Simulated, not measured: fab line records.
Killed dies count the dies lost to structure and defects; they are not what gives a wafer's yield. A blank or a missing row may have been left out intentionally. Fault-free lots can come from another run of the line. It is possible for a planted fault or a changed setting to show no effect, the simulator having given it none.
2 desks looking at one fault :: flow nand harc :: only its own numbers are on each desk; what lay behind them is given at the end

## METROLOGY DESK
Means of the sampled wafers that have a number, per lot and without regard to the tool the lot ran on: this is what the gauges read. Marked OUT: a lot whose mean sits more than 4 standard deviations from the usual mean, which makes it out of limits; the brackets give that distance.
Columns: A = thk nm at NHARC_A_ONON_D2_THK_MEAS_08, usual 1002 nm; B = thk nm at NHARC_A_ONON_D2_THK_MEAS_14, usual 1000 nm
lot: L735
first seen here: day 13 02:08
A: 1003
B: 1022

lot: L736
first seen here: day 13 13:00
A: 1003
B: 982

lot: L737
first seen here: day 13 22:08
A: 1004
B: 1006

lot: L738
first seen here: day 14 08:31
A: 985
B: 1003

lot: L739
first seen here: day 14 16:56
A: 1000
B: 1002

lot: L741
first seen here: day 15 13:04
A: 1011
B: 985

lot: L747
first seen here: day 18 11:11
A: 989
B: 1586 (+62) OUT

lot: L748
first seen here: day 18 20:08
A: 990
B: 1596 (+63) OUT

lot: L752
first seen here: day 20 22:42
A: 1008
B: 1007

lot: L754
first seen here: day 21 04:53
A: 998
B: 984

lot: L756
first seen here: day 21 05:02
A: 993
B: 998

lot: L757
first seen here: day 22 04:11
A: 1012
B: 997
Finding of this desk: L747, L748 out of limits; the first was L747 at day 18 12:19, on thk nm at NHARC_A_ONON_D2_THK_MEAS_14. L735, L736, L737, L738, L739, L741, L752, L754, L756, L757: within limits.

## TOOL OWNER'S DESK, pecvd onon-04
The tool's own readings at NHARC_A_ONON_D2_DEP_12 (target thk 1000 nm): means of the sampled wafers that have a number, for each lot that ran on this tool. Marked OUT: a lot whose mean sits more than 4 standard deviations from the usual mean, which makes it out of limits; the brackets give that distance.
Columns: A = n2 flow sccm at NHARC_A_ONON_D2_DEP_12, usual 2748 sccm
lot: L735
first seen here: day 13 02:46
A: 2752

lot: L736
first seen here: day 13 13:37
A: 2749

lot: L737
first seen here: day 13 22:48
A: 2745

lot: L741
first seen here: day 15 13:41
A: 2751

lot: L747
first seen here: day 18 11:48
A: 2752

lot: L748
first seen here: day 18 20:49
A: 2753

lot: L756
first seen here: day 21 05:39
A: 2749
This desk found nothing out of limits on any of the 7 lots.

## PUT TOGETHER
L747, L748 would have let the metrology desk raise an alarm at day 18 12:19.
The tool owner's desk saw nothing out of limits.
On record at the tool owner's desk: L747, L748, within its limits.
Every lot named ran NHARC_A_ONON_D2_DEP_12 on pecvd onon-04.

## WHAT THE SIMULATOR HAD INSERTED
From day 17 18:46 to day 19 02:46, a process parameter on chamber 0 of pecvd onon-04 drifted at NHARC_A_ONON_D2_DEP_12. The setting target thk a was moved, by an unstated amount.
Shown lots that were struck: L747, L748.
Per desk, hours elapsed from the start of the fault to the first reading out of limits: for the metrology desk, 18.
